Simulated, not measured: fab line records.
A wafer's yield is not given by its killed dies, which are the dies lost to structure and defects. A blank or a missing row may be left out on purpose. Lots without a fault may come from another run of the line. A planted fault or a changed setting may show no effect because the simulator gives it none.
Chamber matching | flow nand-harc | NHARC_P_GATE_DESCUM_61 on rie-diel-07: 4 sister chambers
The step chemistry O2, time 3 s. 4 wafers are shown with their chamber, then 8 later ones without.

WAFERS, EACH WITH ITS CHAMBER
wafer  | chamber | showerhead-plenum-p-Torr (Torr)
L085.1 | 2       | 1.90
L091.4 | 3       | 1.94
L091.5 | 1       | 1.96
L093.2 | 0       | 1.76

WAFERS WHOSE CHAMBER IS MISSING
wafer  | showerhead-plenum-p-Torr (Torr)
L093.3 | 1.89
L093.4 | 1.94
L092.3 | 1.96
L092.4 | 1.76
L092.6 | 1.89
L097.3 | 1.94
L097.4 | 1.96
L097.6 | 1.96

CHAMBER TAKEN BY EACH
wafer  | from the rows above | in truth
L093.3 | 2                   | 2
L093.4 | 3                   | 3
L092.3 | 1                   | 1
L092.4 | 0                   | 0
L092.6 | 2                   | 2
L097.3 | 3                   | 3
L097.4 | 1                   | 1
L097.6 | 1                   | 1
Placed correctly: 8 of 8. From these rows, 0 cannot be placed. Number placed wrongly: 0.
How it was worked out, from the rows above alone: a wafer's distance from a chamber is the root of the sum, over the readings, of the square of ((its reading less the chamber's mean) divided by the reading's scatter). The wafer belongs to the nearest chamber; if the next one is less than 2 further off, it can't be placed. Each chamber's mean is taken over the wafers shown for it. The scatter: with one shown wafer a chamber, the root of the mean of the squares of how far each hidden wafer lies from its nearest shown one.
